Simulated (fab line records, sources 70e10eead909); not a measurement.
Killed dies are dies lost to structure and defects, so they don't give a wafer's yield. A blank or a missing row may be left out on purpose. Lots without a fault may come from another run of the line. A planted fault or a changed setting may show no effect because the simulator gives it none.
A struck lot beside a sound one | flow nand_harc | 14 steps out of a route of 1302
Sound: wafers L502.2, L502.3, L502.5. Struck: wafers L508.1, L508.5, L508.6. The cause comes at the end.
At each step with rows: each side's tool, then ch and its chambers, then its first start. Under that, the readings that differ: sound wafers | struck wafers | difference of the means | sigmas: that difference in standard deviations of wafers without a fault.
alike: readings whose means differ by less than 2 such deviations, and words and numbers that are the same on both sides. not compared: withheld readings, readings that some wafer has no value for, bounds like >300 that may hide the same value, and numbers for which the record gives no deviation and whose values overlap.
The two part at a step that has a row with sigmas, a row that says differs or no value, or rows on one side only. Numbers that don't overlap but have no deviation are shown without sigmas and don't part them. A reading that every wafer of one side lacks parts them only if that side has two wafers or more.

NHARC_A_CONTACT_STRIP_82: strips in O2.
  sound on rie_diel-02 ch 0,1,2; struck on rie_diel-08 ch 0,1,3
  alike: drypump_motor_current_A, o2_flow_sccm, oes_product_au, rf_vpp_V, showerhead_plenum_p_Torr, throttle_valve_pct
  not compared: rf_hours_counter_h
then, 1 step without rows for these wafers: NHARC_A_CONTACT_STRIP_83 (strips in post etch residue remover, time 600 s).
NHARC_A_CONTACT_DEP_84: deposits aC, target thk 2800 nm.
  sound on acl_dep-03 ch 0, day 23 02:18; struck on acl_dep-01 ch 0, day 26 09:14
  alike: throttle_valve_pct
NHARC_A_CONTACT_DEP_85: deposits SiON, target thk 60 nm.
  sound on pecvd-02 ch 0,1, day 23 03:48; struck on pecvd-02 ch 1,2, day 26 11:02
  alike: heater_power_w
then, 8 steps without rows for these wafers: NHARC_A_CONTACT_DEHYDRATE_00 (time 120 s); NHARC_A_CONTACT_HMDS_01 (time 30 s); NHARC_A_CONTACT_COAT_86 (time 75 s); NHARC_A_CONTACT_COAT_87 (time 65 s); NHARC_A_CONTACT_COAT_02 (resist thk 90 nm); NHARC_A_CONTACT_SOFTBAKE_03 (time 55 s); NHARC_A_CONTACT_EBR_04; NHARC_A_CONTACT_EXPOSE_05 (exposes mask A CC).
NHARC_A_CONTACT_PEB_06: peb time 65 s.
  sound on litho_track-04 ch 0, day 23 04:25; struck on litho_track-06, day 26 11:37
  no value came back on the struck wafers for chill_plate_temp_C (C), exhaust_pa (Pa); on the sound wafers chill_plate_temp_C (C) reads 22.89 22.95 22.83
then, 1 step without rows for these wafers: NHARC_A_CONTACT_DEVELOP_07 (develop time 35 s).

WHERE THEY PART
Only at NHARC_A_CONTACT_PEB_06, within this record.

WHY: what the simulator had put in
Skipped step whole: litho_track-06, from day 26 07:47 on, at NHARC_A_CONTACT_PEB_06. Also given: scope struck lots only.
